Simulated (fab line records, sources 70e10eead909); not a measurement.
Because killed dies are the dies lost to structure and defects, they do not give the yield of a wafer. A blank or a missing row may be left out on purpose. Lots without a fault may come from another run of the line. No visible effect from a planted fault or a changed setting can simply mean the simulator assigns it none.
Matching of chambers + flow nand_harc + 4 sister chambers for NHARC_P_STI_CMP_21 on cmp-03
The step polishes, t overpolish 20 s, target thk 380.67 nm. 4 wafers are shown with their chamber, then 7 later ones without.

## WAFERS PAIRED WITH THEIR CHAMBERS
| wafer  | chamber | motor_current_A (A) |
|--------|---------|---------------------|
| L443.3 | 3       | 10.9                |
| L443.6 | 2       | 12.3                |
| L445.4 | 0       | 13.1                |
| L445.5 | 1       | 15.0                |

## WAFERS MISSING THEIR CHAMBER
| wafer  | motor_current_A (A) |
|--------|---------------------|
| L445.6 | 12.9                |
| L446.2 | 14.5                |
| L446.3 | 12.7                |
| L446.6 | 14.0                |
| L450.1 | 13.5                |
| L450.2 | 12.6                |
| L450.5 | 13.2                |

## THE CHAMBER EACH PASSED THROUGH
| wafer  | from the rows above          | in truth |
|--------|------------------------------|----------|
| L445.6 | can't be placed: 0 or 2      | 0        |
| L446.2 | can't be placed: 1 or 0      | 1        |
| L446.3 | can't be placed: 2 or 0      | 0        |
| L446.6 | can't be placed: 0 or 1 or 2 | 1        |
| L450.1 | can't be placed: 0 or 2      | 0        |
| L450.2 | can't be placed: 2 or 0      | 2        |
| L450.5 | can't be placed: 0 or 2      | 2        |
Correctly placed: 0 of 7. These rows do not allow placing 7 (true chamber among the candidates in 7). Wrongly placed: 0.
How it was worked out, from the rows above alone: a wafer's distance from a chamber is the root of the sum, over the readings, of the square of ((its reading less the chamber's mean) divided by the reading's scatter). The wafer belongs to the nearest chamber; if the next one is less than 2 further off, it can't be placed. For every chamber, the mean is computed from those of its wafers that are shown. The scatter: with one shown wafer a chamber, the root of the mean of the squares of how far each hidden wafer lies from its nearest shown one.
